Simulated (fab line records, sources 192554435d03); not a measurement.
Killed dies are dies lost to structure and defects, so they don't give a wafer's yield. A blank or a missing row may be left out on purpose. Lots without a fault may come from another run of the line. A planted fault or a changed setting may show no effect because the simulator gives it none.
A struck lot beside a sound one | flow n5_finfet | 15 steps out of a route of 1938
Sound: wafers L228.1, L228.2, L228.6. Struck: wafer L235.4. (L235.5, L235.6 of the same lot were not struck and are left out.) The cause comes at the end.
At each step with rows: each side's tool, then ch and its chambers, then its first start. Under that, the readings that differ: sound wafers | struck wafers | difference of the means | sigmas: that difference in standard deviations of wafers without a fault.
alike: readings whose means differ by less than 2 such deviations, and words and numbers that are the same on both sides. not compared: withheld readings, readings that some wafer has no value for, bounds like >300 that may hide the same value, and numbers for which the record gives no deviation and whose values overlap.
The two part at a step that has a row with sigmas, a row that says differs or no value, or rows on one side only. Numbers that don't overlap but have no deviation are shown without sigmas and don't part them. A reading that every wafer of one side lacks parts them only if that side has two wafers or more.

first, 7 steps without rows for these wafers: N5_BEOL_M2_COAT_73 (time 60 s, resist thk 5 nm); N5_BEOL_M2_COAT_05 (resist thk 30 nm); N5_BEOL_M2_EBR_07; N5_BEOL_M2_SOFTBAKE_06 (time 60 s); N5_BEOL_M2_EXPOSE_08 (exposes mask M2); N5_BEOL_M2_PEB_09 (peb time 60 s); N5_BEOL_M2_DEVELOP_10 (develop time 30 s).
N5_BEOL_M2_CD_MEAS_11: target cd 16.79 nm.
  sound on cd_sem-03 ch 0, day 10 02:11; struck on cd_sem-02 ch 0, day 11 11:34
  alike: cd_nm
N5_BEOL_M2_OVL_MEAS_12:
  sound on overlay-01 ch 0, day 10 02:13; struck on overlay-02 ch 0, day 11 11:37
  alike: M2_OVL
N5_BEOL_M2_INSPECT_13: inspects for defects (brightfield).
  sound on defect_inspect-01, day 10 02:17; struck on defect_inspect-01, day 11 11:40
  alike: raw_defect_count
N5_BEOL_M2_DESCUM_16: chemistry O2, time 7 s.
  sound on rie_diel-02 ch 0,2, day 10 02:19; struck on rie_diel-02 ch 0, day 11 11:46
  alike: drypump_motor_current_A, oes_product_au, rf_vpp_V, showerhead_plenum_p_Torr, throttle_valve_pct
  not compared: rf_hours_counter_h
N5_BEOL_M2_ETCH_74: etches underlayer in N2/H2, target depth 6.5 nm, time 5.2 s.
  sound on rie_diel-02 ch 0,2, day 10 02:21; struck on rie_diel-02 ch 0, day 11 11:47
  reading      | sound             | struck | difference | sigmas
  rf_vpp_V (V) | 523.9 528.2 523.2 | 530.2  | +5.1       | +3
  alike: drypump_motor_current_A, etch_rf_on_time_s, oes_product_au, showerhead_plenum_p_Torr, throttle_valve_pct
  not compared: rf_hours_counter_h
N5_BEOL_M2_ETCH_63: etches SiARC in CF4, target depth 15.6 nm, time 26 s.
  sound on rie_diel-02 ch 0,2, day 10 02:22; struck on rie_diel-02 ch 0, day 11 11:49
  reading               | sound          | struck | difference | sigmas
  etch_rf_on_time_s (s) | 26.4 25.6 26.3 | 19.4   | -6.7       | -15
  oes_product_au (a.u.) | 0.60 0.73 0.61 | 0.84   | +0.19      | +4
  alike: drypump_motor_current_A, rf_vpp_V, showerhead_plenum_p_Torr, throttle_valve_pct
  not compared: rf_hours_counter_h
N5_BEOL_M2_ETCH_64: etches SOC in N2/H2, target depth 75 nm, overetch 22.5 nm, time 121.9 s.
  sound on rie_diel-02 ch 0,2, day 10 02:23; struck on rie_diel-02 ch 0, day 11 11:53
  reading                     | sound       | struck | difference | sigmas
  drypump_motor_current_A (A) | 5.1 6.5 5.1 | 6.6    | +1.0       | +2
  alike: oes_product_au, rf_vpp_V, showerhead_plenum_p_Torr, throttle_valve_pct
  not compared: rf_hours_counter_h
N5_BEOL_M4_RC_MEAS_101:
  sound on prober-01 ch 0, day 11 06:36; struck on prober-01 ch 0, day 12 19:50
  reading       | sound          | struck | difference | sigmas
  SS_N (mV/dec) | 71.2 71.1 70.7 | 72.3   | +1.3       | +2
  alike: DIBL_N, DIBL_P, IOFF_N, IOFF_P, ION_N, ION_P, SS_P, VT_N, VT_P

WHERE THEY PART
First at N5_BEOL_M2_ETCH_74; last, within this record, at N5_BEOL_M4_RC_MEAS_101.

WHY: what the simulator had put in
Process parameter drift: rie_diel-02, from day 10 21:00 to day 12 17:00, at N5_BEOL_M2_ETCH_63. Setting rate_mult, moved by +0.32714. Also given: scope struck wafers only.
